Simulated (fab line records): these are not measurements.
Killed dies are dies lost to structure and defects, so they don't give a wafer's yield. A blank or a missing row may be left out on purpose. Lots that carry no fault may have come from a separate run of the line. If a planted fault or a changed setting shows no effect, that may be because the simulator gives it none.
Chamber matching | flow n5Finfet | N5_BEOL_M2_ALD_84 on aldMetal-03 has 4 sister chambers
The step deposits TaN, pulse time 2 s, purge time 3 s, co reactant purge time 2 s. 16 wafers are shown with their chamber, then 7 later ones without.

== EACH WAFER AND ITS CHAMBER ==
wafer  | chamber | heaterPowerOuterW (W) | heaterPowerW (W)
L524.2 | 3       | 236                   | 404
L524.3 | 1       | 216                   | 393
L524.4 | 2       | 200                   | 403
L525.2 | 0       | 257                   | 457
L525.3 | 3       | 226                   | 415
L525.6 | 1       | 219                   | 397
L527.1 | 3       | 237                   | 416
L527.2 | 2       | 200                   | 389
L527.4 | 0       | 261                   | 462
L529.2 | 2       | 200                   | 408
L529.4 | 3       | 233                   | 412
L529.5 | 0       | 256                   | 456
L531.2 | 3       | 230                   | 408
L531.3 | 2       | 196                   | 395
L531.6 | 1       | 217                   | 388
L532.3 | 2       | 202                   | 403

SIGNATURES (means of the wafers above)
reading           | chamber 0 | chamber 1 | chamber 2 | chamber 3 | scatter within a chamber
heaterPowerOuterW | 258.00    | 217.33    | 199.60    | 232.40    | 3.15
heaterPowerW      | 458.33    | 392.67    | 399.60    | 411.00    | 5.69
Rule: a wafer lies at a distance from a chamber equal to the root of the sum of squares, over the readings, of (its reading less the chamber's mean, divided by the reading's scatter). If the next closest chamber is less than 2 further off than the closest, the wafer can't be placed; otherwise it belongs to the closest. The scatter: the root of (the sum of the squares of (reading less its chamber's mean) over the shown wafers, divided by (wafers less chambers)).

== WAFERS WHOSE CHAMBER IS MISSING ==
wafer  | heaterPowerOuterW (W) | heaterPowerW (W)
L532.4 | 215                   | 388
L532.5 | 264                   | 465
L535.1 | 215                   | 393
L535.5 | 214                   | 390
L538.1 | 220                   | 387
L538.2 | 263                   | 464
L538.4 | 230                   | 406

== CHAMBER TAKEN BY EACH ==
wafer  | from the rows above | in truth
L532.4 | 1                   | 1
L532.5 | 0                   | 0
L535.1 | 1                   | 1
L535.5 | 1                   | 1
L538.1 | 1                   | 1
L538.2 | 0                   | 0
L538.4 | 3                   | 3
Placed correctly: 7 of 7. Left unplaced by these rows: 0. Number placed wrongly: 0.
